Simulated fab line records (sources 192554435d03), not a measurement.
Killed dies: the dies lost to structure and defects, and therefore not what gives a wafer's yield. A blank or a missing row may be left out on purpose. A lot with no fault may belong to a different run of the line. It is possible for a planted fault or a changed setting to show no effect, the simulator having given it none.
fab line records | flow n5_finfet
record: lots: 9 | wafers: 27 | last_day: 16
route steps=1938 shown MOL_CONTACT_COAG@546 BEOL_M4@1111 PASSIVATION@1936
lots that met no fault: from a run of the same line without faults
start_h: hours from the record's opening day to when the first of the lot's shown wafers began | wait_h: hours since the lot's step before | " unchanged from the row above | L1.1+2: one row covering several wafers at once | - no value, or no start was given | * or withheld: withheld | < > ~ a bound
route shown NAME@n: a module of which the file shows steps, and the number in the route of the first | usual: mean/standard deviation of fault-free wafers | same: alike in all rows | chamber/n: place in a boat | sites: per-site readings | _std_site: standard deviation of those values | _edge_site: outer sites' mean less inner sites' | radius_mm: for every site, how far away it sits from the centre of the wafer | mask NAME#n: copy n | behind: the tool/chamber that last shaped the wafer | hold: why the lot was held/for how many hours/how that ended | device: transistor that didn't switch, given as n, p or np | end of line: tests of these same wafers at the route's end | a step given without rows: its recipe and nothing more | killed: dies lost to structure and defects at the first sort, not the wafer's yield | map: dies across one wafer; x = killed, . = not, _ = none there
set.NAME: the setting the step ran with; set.NAME@STEP: the setting that earlier step ran with | model.NAME: the simulator's own value behind a step, which no gauge read
steps of the route over a sample of lots; a table a step, a row a wafer
services: a tool's chamber out of use, with start hour (start_h, from the record's first day; less than 0 if before it), hours out, and reason
== steps ==
step: N5_MOL_CONTACT_COAG_PRE_CLEAN_141
recipe: gas: H2/He | time_s: 60 | temp_c: 300
usual: heater_power_w: 471/56
lot.wafer | tool           | chamber | start_h | wait_h | heater_power_w
L328.3    | pvd_sputter-03 | -       | 97.56   | 0.5    | 381
L328.5    | "              | -       | "       | "      | 535
L328.6    | "              | -       | "       | "      | 506
L329.2    | pvd_sputter-03 | -       | 105.10  | 0.5    | 496
L329.4    | "              | -       | "       | "      | 384
L329.5    | "              | -       | "       | "      | 542
L331.1    | pvd_sputter-01 | -       | 115.20  | 0.7    | 431
L331.3    | "              | -       | "       | "      | 442
L331.5    | "              | -       | "       | "      | 393
L332.3    | pvd_sputter-01 | -       | 121.07  | 0.4    | 438
L332.4    | "              | -       | "       | "      | 424
L332.6    | "              | -       | "       | "      | 434
L339.1    | pvd_sputter-01 | -       | 163.04  | 0.5    | 429
L339.2    | "              | -       | "       | "      | 532
L339.6    | "              | -       | "       | "      | 397
L338.3    | pvd_sputter-01 | -       | 166.14  | 0.6    | 510
L338.4    | "              | -       | "       | "      | 400
L338.6    | "              | -       | "       | "      | 530
L342.3    | pvd_sputter-01 | -       | 180.07  | 0.4    | 391
L342.5    | "              | -       | "       | "      | 445
L342.6    | "              | -       | "       | "      | 403
L343.1    | pvd_sputter-03 | -       | 187.90  | 0.9    | 558
L343.2    | "              | -       | "       | "      | 541
L343.4    | "              | -       | "       | "      | 380
L347.1    | pvd_sputter-03 | -       | 210.03  | 0.2    | 541
L347.3    | "              | -       | "       | "      | 381
L347.4    | "              | -       | "       | "      | 493
step: N5_MOL_CONTACT_COAG_PRE_CLEAN_142
recipe: gas: H2/He | time_s: 60 | temp_c: 300
usual: heater_power_w: 471/51
lot.wafer | tool           | chamber | start_h | wait_h | heater_power_w
L328.3    | pvd_sputter-01 | -       | 100.72  | 1.9    | 440
L328.5    | "              | -       | "       | "      | 525
L328.6    | "              | -       | "       | "      | 429
L329.2    | pvd_sputter-02 | -       | 108.23  | 2.0    | 509
L329.4    | "              | -       | "       | "      | 437
L329.5    | "              | -       | "       | "      | 483
L331.1    | pvd_sputter-01 | -       | 120.43  | 3.9    | 423
L331.3    | "              | -       | "       | "      | 512
L331.5    | "              | -       | "       | "      | 411
L332.3    | pvd_sputter-03 | -       | 124.06  | 1.5    | 517
L332.4    | "              | -       | "       | "      | 536
L332.6    | "              | -       | "       | "      | 495
L339.1    | pvd_sputter-03 | -       | 165.46  | 1.5    | 379
L339.2    | "              | -       | "       | "      | 563
L339.6    | "              | -       | "       | "      | 386
L338.3    | pvd_sputter-02 | -       | 168.70  | 1.3    | 480
L338.4    | "              | -       | "       | "      | 474
L338.6    | "              | -       | "       | "      | 441
L342.3    | pvd_sputter-02 | -       | 183.45  | 1.8    | 484
L342.5    | "              | -       | "       | "      | 431
L342.6    | "              | -       | "       | "      | 478
L343.1    | pvd_sputter-02 | -       | 190.79  | 1.9    | 471
L343.2    | "              | -       | "       | "      | 437
L343.4    | "              | -       | "       | "      | 481
L347.1    | pvd_sputter-02 | -       | 213.53  | 2.5    | 477
L347.3    | "              | -       | "       | "      | 434
L347.4    | "              | -       | "       | "      | 489
step: N5_MOL_CONTACT_COAG_EXPOSE_81
recipe: mask_id: VG | na: 0.33 | source_shape: annular | sigma_inner: 0.3 | sigma_outer: 0.7 | polarization: unpolarized | defocus_nm: 0 | dose_mj: 59.5
usual: focus_offset_nm: 0.0/0.6
same: sigma_outer: 0.7
lot.wafer | tool           | chamber | start_h | wait_h | mask | focus_offset_nm
L328.3    | euv_scanner-02 | 0       | 104.71  | -      | VG#0 | -0.4
L328.5    | "              | 0       | "       | "      | VG#0 | -0.3
L328.6    | "              | 0       | "       | "      | VG#0 | -0.7
L329.2    | euv_scanner-02 | 0       | 111.89  | -      | VG#0 | 0.4
L329.4    | "              | 0       | "       | "      | VG#0 | 1.2
L329.5    | "              | 0       | "       | "      | VG#0 | 0.5
L331.1    | euv_scanner-01 | 0       | 124.14  | -      | VG#0 | -0.2
L331.3    | "              | 0       | "       | "      | VG#0 | 0.7
L331.5    | "              | 0       | "       | "      | VG#0 | 0.3
L332.3    | euv_scanner-01 | 0       | 127.74  | -      | VG#0 | 0.1
L332.4    | "              | 0       | "       | "      | VG#0 | -1.1
L332.6    | "              | 0       | "       | "      | VG#0 | 1.1
L339.1    | euv_scanner-01 | 0       | 169.25  | -      | VG#0 | -0.7
L339.2    | "              | 0       | "       | "      | VG#0 | 0.0
L339.6    | "              | 0       | "       | "      | VG#0 | 1.0
L338.3    | euv_scanner-02 | 0       | 172.81  | -      | VG#0 | 0.5
L338.4    | "              | 0       | "       | "      | VG#0 | 0.7
L338.6    | "              | 0       | "       | "      | VG#0 | 0.4
L342.3    | euv_scanner-01 | 0       | 189.49  | -      | VG#0 | 0.0
L342.5    | "              | 0       | "       | "      | VG#0 | 0.2
L342.6    | "              | 0       | "       | "      | VG#0 | 0.3
L343.1    | euv_scanner-01 | 0       | 194.45  | -      | VG#0 | 0.2
L343.2    | "              | 0       | "       | "      | VG#0 | 0.1
L343.4    | "              | 0       | "       | "      | VG#0 | -0.3
L347.1    | euv_scanner-01 | 0       | 217.36  | -      | VG#0 | -0.2
L347.3    | "              | 0       | "       | "      | VG#0 | -0.6
L347.4    | "              | 0       | "       | "      | VG#0 | -0.8
step: N5_MOL_CONTACT_COAG_CD_MEAS_84
recipe: target_cd_nm: 25.1 | landing_energy_ev: 500 | detector: se_inlens | polarity: opening
usual: cd_nm: 25.14/0.24
lot.wafer | tool      | chamber | start_h | wait_h | cd_nm
L328.3    | cd_sem-02 | 0       | 104.84  | -      | 25.04
L328.5    | "         | 0       | "       | "      | 25.12
L328.6    | "         | 0       | "       | "      | 24.74
L329.2    | cd_sem-02 | 0       | 112.03  | -      | 24.92
L329.4    | "         | 0       | "       | "      | 25.18
L329.5    | "         | 0       | "       | "      | 25.30
L331.1    | cd_sem-02 | 0       | 124.28  | -      | 25.08
L331.3    | "         | 0       | "       | "      | 25.06
L331.5    | "         | 0       | "       | "      | 24.93
L332.3    | cd_sem-03 | 0       | 127.87  | -      | 25.40
L332.4    | "         | 0       | "       | "      | 25.49
L332.6    | "         | 0       | "       | "      | 25.71
L339.1    | cd_sem-02 | 0       | 169.39  | -      | 25.16
L339.2    | "         | 0       | "       | "      | 24.96
L339.6    | "         | 0       | "       | "      | 25.26
L338.3    | cd_sem-03 | 0       | 172.94  | -      | 25.15
L338.4    | "         | 0       | "       | "      | 9.64
L338.6    | "         | 0       | "       | "      | 25.10
L342.3    | cd_sem-01 | 0       | 189.61  | -      | 25.45
L342.5    | "         | 0       | "       | "      | 25.62
L342.6    | "         | 0       | "       | "      | 25.80
L343.1    | cd_sem-01 | 0       | 194.59  | -      | 25.45
L343.2    | "         | 0       | "       | "      | 25.29
L343.4    | "         | 0       | "       | "      | 25.25
L347.1    | cd_sem-02 | 0       | 217.50  | -      | 25.30
L347.3    | "         | 0       | "       | "      | 25.11
L347.4    | "         | 0       | "       | "      | 25.28
step: N5_MOL_CONTACT_COAG_OVL_MEAS_85
recipe: points_per_wafer: 522
usual: VG_OVL: -0.4/0.58
lot.wafer | tool       | chamber | start_h | wait_h | VG_OVL[nm]
L328.3    | overlay-01 | 0       | 104.88  | 0.0    | 0.1
L328.5    | "          | 0       | "       | "      | 0.2
L328.6    | "          | 0       | "       | "      | -0.3
L329.2    | overlay-02 | 0       | 112.06  | 0.0    | 0.5
L329.4    | "          | 0       | "       | "      | -0.5
L329.5    | "          | 0       | "       | "      | 0.1
L331.1    | overlay-01 | 0       | 124.31  | 0.0    | -0.3
L331.3    | "          | 0       | "       | "      | 0.0
L331.5    | "          | 0       | "       | "      | -1.0
L332.3    | overlay-01 | 0       | 127.91  | 0.0    | -0.5
L332.4    | "          | 0       | "       | "      | -0.6
L332.6    | "          | 0       | "       | "      | -0.7
L339.1    | overlay-01 | 0       | 169.42  | 0.0    | -0.3
L339.2    | "          | 0       | "       | "      | 0.0
L339.6    | "          | 0       | "       | "      | -0.4
L338.3    | overlay-02 | 0       | 172.98  | 0.0    | -0.3
L338.4    | "          | 0       | "       | "      | -0.5
L338.6    | "          | 0       | "       | "      | -0.2
L342.3    | overlay-02 | 0       | 189.65  | 0.0    | 0.2
L342.5    | "          | 0       | "       | "      | 0.2
L342.6    | "          | 0       | "       | "      | 0.0
L343.1    | overlay-01 | 0       | 194.62  | 0.0    | -1.2
L343.2    | "          | 0       | "       | "      | -0.5
L343.4    | "          | 0       | "       | "      | -1.0
L347.1    | overlay-02 | 0       | 217.53  | 0.0    | -0.2
L347.3    | "          | 0       | "       | "      | 0.4
L347.4    | "          | 0       | "       | "      | 0.0
step: N5_MOL_CONTACT_COAG_CD_MEAS_137
recipe: target_cd_nm: 16
usual: cd_nm: 15.96/0.28
lot.wafer | tool      | chamber | start_h | wait_h | cd_nm
L328.3    | cd_sem-02 | -       | 106.19  | 0.0    | 15.96
L328.5    | "         | -       | "       | "      | 15.92
L328.6    | "         | -       | "       | "      | 16.14
L329.2    | cd_sem-01 | -       | 113.26  | 0.0    | 15.82
L329.4    | "         | -       | "       | "      | 16.29
L329.5    | "         | -       | "       | "      | 15.70
L331.1    | cd_sem-02 | -       | 125.62  | 0.0    | 16.01
L331.3    | "         | -       | "       | "      | 15.46
L331.5    | "         | -       | "       | "      | 15.35
L332.3    | cd_sem-03 | -       | 128.81  | 0.0    | 15.61
L332.4    | "         | -       | "       | "      | 15.91
L332.6    | "         | -       | "       | "      | 16.00
L339.1    | cd_sem-02 | -       | 170.64  | 0.0    | 15.92
L339.2    | "         | -       | "       | "      | 15.48
L339.6    | "         | -       | "       | "      | 16.13
L338.3    | cd_sem-02 | -       | 173.97  | 0.0    | 15.77
L338.4    | "         | -       | "       | "      | 0.57
L338.6    | "         | -       | "       | "      | 15.64
L342.3    | cd_sem-02 | -       | 191.76  | 0.0    | 16.29
L342.5    | "         | -       | "       | "      | 15.92
L342.6    | "         | -       | "       | "      | 15.96
L343.1    | cd_sem-02 | -       | 195.55  | 0.0    | 16.22
L343.2    | "         | -       | "       | "      | 16.24
L343.4    | "         | -       | "       | "      | 16.04
L347.1    | cd_sem-02 | -       | 218.49  | 0.0    | 15.90
L347.3    | "         | -       | "       | "      | 16.22
L347.4    | "         | -       | "       | "      | 16.01
step: N5_BEOL_M4_RC_MEAS_101
usual: DIBL_N: 36.1/1.3 | DIBL_P: 36.1/1.7 | IOFF_N: 0.154/0.022 | IOFF_P: 0.201/0.024 | ION_N: 675/8.9 | ION_P: 462/5.9 | SS_N: 71.5/0.49 | SS_P: 73.3/0.58 | VT_N: 250.0/2.7 | VT_P: -251.3/2.7
lot.wafer | tool      | chamber | start_h | wait_h | DIBL_N[mV/V] | DIBL_P[mV/V] | IOFF_N[nA/um] | IOFF_P[nA/um] | ION_N[uA/um] | ION_P[uA/um] | SS_N[mV/dec] | SS_P[mV/dec] | VT_N[mV] | VT_P[mV]
L328.3    | prober-02 | 0       | 170.07  | 0.3    | 34.0         | 33.8         | 0.133         | 0.171         | 662          | 449          | 71.7         | 72.9         | 250.9    | -255.2
L328.5    | "         | 0       | "       | "      | 33.7         | 33.7         | 0.128         | 0.170         | 672          | 464          | 71.9         | 73.1         | 254.0    | -254.0
L328.6    | "         | 0       | "       | "      | 33.8         | 33.5         | 0.129         | 0.167         | 662          | 456          | 71.2         | 72.6         | 252.7    | -255.0
L329.2    | prober-01 | 0       | 170.57  | 0.2    | 36.8         | 37.7         | 0.168         | 0.185         | 678          | 452          | 72.2         | 73.7         | 250.7    | -254.7
L329.4    | "         | 0       | "       | "      | 36.0         | 36.4         | 0.146         | 0.172         | 662          | 452          | 71.3         | 73.7         | 251.7    | -253.2
L329.5    | "         | 0       | "       | "      | 37.6         | 38.3         | 0.165         | 0.184         | 676          | 448          | 72.1         | 73.5         | 250.3    | -254.9
L331.1    | prober-01 | 0       | 187.55  | 0.0    | 36.1         | 37.1         | 0.179         | 0.224         | 685          | 463          | 71.1         | 73.4         | 247.2    | -246.5
L331.3    | "         | 0       | "       | "      | 35.2         | 35.6         | 0.158         | 0.199         | 682          | 461          | 71.2         | 73.2         | 248.8    | -250.6
L331.5    | "         | 0       | "       | "      | 34.5         | 35.4         | 0.144         | 0.200         | 669          | 465          | 71.1         | 73.5         | 252.7    | -250.5
L332.3    | prober-01 | 0       | 193.75  | 0.3    | 35.5         | 35.7         | 0.139         | 0.213         | 673          | 460          | 72.1         | 73.3         | 251.8    | -249.5
L332.4    | "         | 0       | "       | "      | 35.4         | 34.5         | 0.133         | 0.200         | 656          | 459          | 71.7         | 72.9         | 253.1    | -248.3
L332.6    | "         | 0       | "       | "      | 35.1         | 34.4         | 0.133         | 0.200         | 663          | 461          | 71.3         | 72.8         | 249.9    | -248.9
L339.1    | prober-01 | 0       | 259.59  | 0.0    | 36.0         | 34.7         | 0.144         | 0.203         | 673          | 466          | 70.5         | 72.4         | 249.2    | -247.3
L339.2    | "         | 0       | "       | "      | 37.1         | 35.7         | 0.161         | 0.215         | 672          | 463          | 71.2         | 73.2         | 249.9    | -250.3
L339.6    | "         | 0       | "       | "      | 36.7         | 35.4         | 0.161         | 0.209         | 679          | 466          | 71.0         | 73.3         | 249.1    | -251.8
L338.3    | prober-02 | 0       | 259.86  | 0.3    | 36.7         | 37.2         | 0.167         | 0.223         | 682          | 467          | 71.5         | 73.8         | 245.8    | -248.0
L338.6    | "         | 0       | "       | "      | 35.8         | 36.8         | 0.159         | 0.221         | 686          | 473          | 71.5         | 73.1         | 247.0    | -249.2
L343.1    | prober-01 | 0       | 262.90  | 0.0    | 36.7         | 38.5         | 0.165         | 0.205         | 672          | 457          | 72.0         | 73.8         | 250.8    | -254.0
L343.2    | "         | 0       | "       | "      | 37.5         | 40.4         | 0.185         | 0.235         | 682          | 459          | 71.9         | 74.1         | 251.0    | -249.4
L343.4    | "         | 0       | "       | "      | 35.5         | 37.5         | 0.140         | 0.195         | 654          | 449          | 71.7         | 73.5         | 254.2    | -251.7
L342.3    | prober-02 | 0       | 267.70  | 0.3    | 36.6         | 36.4         | 0.151         | 0.210         | 669          | 463          | 71.4         | 73.1         | 252.1    | -252.0
L342.5    | "         | 0       | "       | "      | 36.5         | 36.1         | 0.146         | 0.202         | 671          | 459          | 71.2         | 73.2         | 249.7    | -251.8
L342.6    | "         | 0       | "       | "      | 36.6         | 36.7         | 0.154         | 0.210         | 680          | 464          | 71.6         | 72.8         | 247.6    | -253.2
L347.1    | prober-02 | 0       | 293.24  | 0.0    | 38.8         | 38.7         | 0.206         | 0.234         | 693          | 465          | 72.0         | 74.5         | 246.4    | -251.8
L347.3    | "         | 0       | "       | "      | 38.5         | 38.0         | 0.195         | 0.228         | 696          | 471          | 71.5         | 74.8         | 247.9    | -251.2
L347.4    | "         | 0       | "       | "      | 36.1         | 35.9         | 0.144         | 0.182         | 675          | 458          | 71.0         | 73.2         | 250.5    | -255.0
step: N5_PASSIVATION_PROBE_49
usual: defect_limited_yield: 90.9/1.3 | killed_at_M0_to_M3: 35/10 | killed_at_M4_up: 15/5.7 | killed_at_contacts: 14/6.4 | killed_at_front_end: 40/11 | killed_at_other: 4/3.1 | killed_dies: 108/16 | killed_on_rim: 14/3.6 | killed_open: 71/11 | killed_short: 34/7.7 | sort_bin_5_function: 5.4/0.9 | sort_bin_6_memory: 3.4/0.61 | sort_n_pass: 1072/16 | sort_yield_pct: 90.9/1.3
same: gross_dies: 1180 | killed_at_back_side: 0 | sort_bin_4_leakage[%]: 0 | sort_bin_8_speed[%]: 0
lot.wafer | tool      | chamber | start_h | wait_h | defect_limited_yield[%] | killed_at_M0_to_M3 | killed_at_M4_up | killed_at_contacts | killed_at_front_end | killed_at_other | killed_dies | killed_on_rim | killed_open | killed_short | sort_bin_5_function[%] | sort_bin_6_memory[%] | sort_n_pass | sort_yield_pct[%]
L343.1    | prober-01 | -       | 369.59  | 0.0    | 91.3                    | 39                 | 16              | 10                 | 33                  | 5               | 103         | 10            | 67          | 34           | 5.3                    | 3.0                  | 1077        | 91.3
L338.3    | prober-02 | -       | 370.63  | 0.1    | 93.1                    | 25                 | 11              | 10                 | 28                  | 7               | 81          | 13            | 48          | 33           | 4.1                    | 2.0                  | 1099        | 93.1
L338.4    | prober-02 | -       | 370.68  | 0.2    | 0                       | 29                 | 25              | 1089               | 34                  | 3               | 1180        | 152           | 65          | 30           | 36.7                   | 3.1                  | 0           | 0
L338.6    | prober-02 | -       | 370.78  | 0.3    | 89.1                    | 24                 | 22              | 21                 | 39                  | 23              | 129         | 18            | 85          | 41           | 6.6                    | 3.9                  | 1051        | 89.1
killed by level:class
L343.1 MOL_CONTACT_COAG:geometric_particle:open=10 BEOL_M0_SAQP:geometric_particle:open=8 BEOL_M2:geometric_particle:open=8 FIN_SAQP:geometric_particle:open=7 GATE_CUT:geometric_particle:short=7 BEOL_M1:geometric_particle:open=5 GATE_CUT:geometric_particle:open=5 BEOL_M0_SAQP:geometric_particle:short=5
L338.3 MOL_CONTACT_COAG:geometric_particle:open=9 BEOL_M0_SAQP:geometric_particle:short=7 BEOL_M3:geometric_particle:open=6 FIN_SAQP:geometric_particle:open=5 BEOL_M1:geometric_particle:short=4 BEOL_M4:geometric_particle:open=4 FIN_SAQP:geometric_particle:short=3 STI_FIN_REVEAL:geometric_particle:open=3
L338.4 MOL_CONTACT_COAG:area_expose=1084 BEOL_M4:geometric_particle:open=8 FIN_SAQP:geometric_particle:open=7 BEOL_M3:geometric_particle:open=7 BEOL_M1:geometric_particle:open=6 BEOL_M4:geometric_particle:short=6 BEOL_M0_SAQP:geometric_particle:open=5 BEOL_M2:geometric_particle:open=5
L338.6 MOL_CONTACT_COAG:geometric_particle:open=16 PASS1_CAP:geometric_particle:open=13 BEOL_M4:geometric_particle:open=11 FIN_SAQP:geometric_particle:open=9 PASS1_CAP:geometric_particle:short=8 BEOL_M0_SAQP:geometric_particle:short=7 STI_FIN_REVEAL:geometric_particle:open=6 STARTING-WAFER:geometric_particle:short=5
== services ==
tool           | chamber | start_h | hours | kind
euv_scanner-01 | -       | 79.03   | 4.6   | pm
pvd_sputter-03 | -       | 84.08   | 5.1   | repair
euv_scanner-01 | -       | 85.39   | 1.0   | pm
euv_scanner-02 | -       | 107.57  | 1.0   | pm
euv_scanner-01 | 0       | 112.53  | -     | calibration
euv_scanner-02 | -       | 120.18  | 10.6  | repair
euv_scanner-01 | -       | 132.06  | 0.6   | repair
euv_scanner-01 | -       | 133.57  | 2.2   | repair
euv_scanner-01 | -       | 141.54  | 1.0   | pm
euv_scanner-01 | -       | 159.56  | 5.8   | pm
euv_scanner-02 | -       | 165.34  | 1.0   | pm
pvd_sputter-02 | -       | 174.26  | 5.0   | repair
euv_scanner-02 | -       | 190.97  | 4.6   | pm
euv_scanner-01 | -       | 197.69  | 1.0   | pm
== key ==
first_sign: step: N5_MOL_CONTACT_COAG_CD_MEAS_84 | reading: cd_nm | direction: down | sigmas: 63 | usual: 25.14 | struck: 9.64
effect: step: N5_MOL_CONTACT_COAG_CD_MEAS_137 | reading: cd_nm | direction: down | sigmas: 55 | usual: 15.96 | struck: 0.57
effect: step: N5_PASSIVATION_PROBE_49 | reading: killed_at_contacts | direction: up | sigmas: 99+ | usual: 14 | struck: 1089
more_kills_born_at: N5_MOL_CONTACT_COAG_EXPOSE_81@euv_scanner-02: 1084
met_at N5_MOL_CONTACT_COAG_EXPOSE_81
struck_lots L338
struck_wafers L338.4
later_rows_left_out L338.4
not_acting_at N5_MOL_CONTACT_COAG_PRE_CLEAN_141,N5_MOL_CONTACT_COAG_PRE_CLEAN_142,N5_MOL_CONTACT_COAG_OVL_MEAS_85
onset_between 111.89 172.81
fault: kind: process_parameter_drift | tool: euv_scanner-02 | chamber: - | onset_h: 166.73 | steps: N5_MOL_CONTACT_COAG_EXPOSE_81 | channel: focus_nm | offset: 125.04 | shape: step | end_h: 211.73 | scope: struck_wafers_only
later_rows_left_out: the simulator's readings of these wafers behind a module that went badly wrong aren't trusted and aren't shown, but for the sort
